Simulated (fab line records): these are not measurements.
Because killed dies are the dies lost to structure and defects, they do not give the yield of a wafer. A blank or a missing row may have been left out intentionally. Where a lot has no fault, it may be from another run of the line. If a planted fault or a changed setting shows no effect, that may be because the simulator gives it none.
Matching of chambers :: flow n5-finfet :: N5_BEOL_M0_SAQP_STRIP_75 on rie-diel-02 has 4 sister chambers
The step strips in CF4. 14 wafers are shown with their chamber, then 7 later ones without.

WAFERS PAIRED WITH THEIR CHAMBERS
wafer: L078.1
chamber: 1
showerhead-plenum-p-Torr (Torr): 1.74
throttle-valve-pct (%): 13.97
drypump-motor-current-A (A): 5.7

wafer: L078.3
chamber: 0
showerhead-plenum-p-Torr (Torr): 1.81
throttle-valve-pct (%): 13.68
drypump-motor-current-A (A): 5.9

wafer: L078.6
chamber: 0
showerhead-plenum-p-Torr (Torr): 1.81
throttle-valve-pct (%): 13.69
drypump-motor-current-A (A): 6.0

wafer: L079.1
chamber: 3
showerhead-plenum-p-Torr (Torr): 1.77
throttle-valve-pct (%): 13.97
drypump-motor-current-A (A): 5.8

wafer: L079.3
chamber: 0
showerhead-plenum-p-Torr (Torr): 1.81
throttle-valve-pct (%): 13.70
drypump-motor-current-A (A): 5.9

wafer: L079.6
chamber: 3
showerhead-plenum-p-Torr (Torr): 1.77
throttle-valve-pct (%): 13.98
drypump-motor-current-A (A): 5.7

wafer: L084.2
chamber: 0
showerhead-plenum-p-Torr (Torr): 1.81
throttle-valve-pct (%): 13.73
drypump-motor-current-A (A): 5.9

wafer: L084.3
chamber: 2
showerhead-plenum-p-Torr (Torr): 1.86
throttle-valve-pct (%): 13.71
drypump-motor-current-A (A): 6.0

wafer: L084.5
chamber: 0
showerhead-plenum-p-Torr (Torr): 1.81
throttle-valve-pct (%): 13.71
drypump-motor-current-A (A): 5.9

wafer: L086.1
chamber: 0
showerhead-plenum-p-Torr (Torr): 1.81
throttle-valve-pct (%): 13.71
drypump-motor-current-A (A): 5.9

wafer: L086.3
chamber: 2
showerhead-plenum-p-Torr (Torr): 1.86
throttle-valve-pct (%): 13.73
drypump-motor-current-A (A): 6.0

wafer: L086.4
chamber: 1
showerhead-plenum-p-Torr (Torr): 1.74
throttle-valve-pct (%): 14.03
drypump-motor-current-A (A): 5.7

wafer: L088.1
chamber: 2
showerhead-plenum-p-Torr (Torr): 1.86
throttle-valve-pct (%): 13.73
drypump-motor-current-A (A): 6.0

wafer: L088.3
chamber: 3
showerhead-plenum-p-Torr (Torr): 1.76
throttle-valve-pct (%): 14.02
drypump-motor-current-A (A): 5.7

SIGNATURES, as means of the wafers listed above
reading: showerhead-plenum-p-Torr
chamber 0: 1.8100
chamber 1: 1.7400
chamber 2: 1.8600
chamber 3: 1.7667
scatter within a chamber: 0.00258

reading: throttle-valve-pct
chamber 0: 13.7033
chamber 1: 14.0000
chamber 2: 13.7233
chamber 3: 13.9900
scatter within a chamber: 0.0224

reading: drypump-motor-current-A
chamber 0: 5.917
chamber 1: 5.700
chamber 2: 6.000
chamber 3: 5.733
scatter within a chamber: 0.0387
Rule: a wafer's distance from a chamber is the root of the sum, over the readings, of the square of ((its reading less the chamber's mean) divided by the reading's scatter). The wafer belongs to the nearest chamber; if the next one is less than 2 further off, it can't be placed. The scatter: take each reading less its chamber's mean, square it, sum over the shown wafers, divide by the number of wafers less the number of chambers, and take the root.

WAFERS WHOSE CHAMBER IS MISSING
wafer: L088.5
showerhead-plenum-p-Torr (Torr): 1.76
throttle-valve-pct (%): 14.01
drypump-motor-current-A (A): 5.8

wafer: L090.1
showerhead-plenum-p-Torr (Torr): 1.74
throttle-valve-pct (%): 14.03
drypump-motor-current-A (A): 5.7

wafer: L090.2
showerhead-plenum-p-Torr (Torr): 1.76
throttle-valve-pct (%): 14.03
drypump-motor-current-A (A): 5.7

wafer: L090.5
showerhead-plenum-p-Torr (Torr): 1.86
throttle-valve-pct (%): 13.74
drypump-motor-current-A (A): 6.0

wafer: L095.1
showerhead-plenum-p-Torr (Torr): 1.81
throttle-valve-pct (%): 13.13
drypump-motor-current-A (A): 5.9

wafer: L095.3
showerhead-plenum-p-Torr (Torr): 1.86
throttle-valve-pct (%): 13.77
drypump-motor-current-A (A): 6.0

wafer: L095.4
showerhead-plenum-p-Torr (Torr): 1.76
throttle-valve-pct (%): 14.04
drypump-motor-current-A (A): 5.8

WHICH CHAMBER EACH ONE RAN IN
wafer: L088.5
from the rows above: 3
in truth: 3

wafer: L090.1
from the rows above: 1
in truth: 1

wafer: L090.2
from the rows above: 3
in truth: 3

wafer: L090.5
from the rows above: 2
in truth: 2

wafer: L095.1
from the rows above: 0
in truth: 0

wafer: L095.3
from the rows above: 2
in truth: 2

wafer: L095.4
from the rows above: 3
in truth: 3
7 of 7 placed correctly. Can't be placed from these rows: 0. Placed wrongly: 0.
